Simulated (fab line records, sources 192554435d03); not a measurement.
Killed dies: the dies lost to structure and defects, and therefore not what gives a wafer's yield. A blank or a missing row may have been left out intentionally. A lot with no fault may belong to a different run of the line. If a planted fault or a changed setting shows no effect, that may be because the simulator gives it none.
Chamber matching | flow n5Finfet | N5_MIM_BOT_ETCH_STRIP_01 on rieDiel-01 has 4 sister chambers
The step strips in O2. 4 wafers are shown with their chamber, then 7 later ones without.

WAFERS, EACH WITH ITS CHAMBER
wafer  | chamber | showerheadPlenumPTorr (Torr)
L756.5 | 2       | 2.22
L763.4 | 1       | 2.20
L766.3 | 0       | 2.09
L766.4 | 3       | 2.04

WAFERS WITH NO CHAMBER GIVEN
wafer  | showerheadPlenumPTorr (Torr)
L766.6 | 2.21
L773.2 | 2.20
L773.4 | 2.09
L773.6 | 2.03
L774.1 | 2.20
L774.2 | 2.03
L774.5 | 2.19

WHICH CHAMBER EACH WENT THROUGH
wafer  | from the rows above     | in truth
L766.6 | can't be placed: 1 or 2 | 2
L773.2 | 1                       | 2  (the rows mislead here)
L773.4 | 0                       | 0
L773.6 | 3                       | 3
L774.1 | 1                       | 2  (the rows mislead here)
L774.2 | 3                       | 3
L774.5 | 1                       | 1
Correct placement for 4 of the 7. From these rows, 1 cannot be placed; in 1 the true chamber is one of the candidates. Number placed wrongly: 2.
How it was worked out, from the rows above alone: a wafer's distance from a chamber is the root of the sum, over the readings, of the square of ((its reading less the chamber's mean) divided by the reading's scatter). If the next closest chamber is less than 2 further off than the closest, the wafer can't be placed; otherwise it belongs to the closest. The mean given for a chamber averages the wafers shown for that chamber. The scatter: root of mean squared gap, hidden wafer to nearest shown wafer, with one shown wafer a chamber.
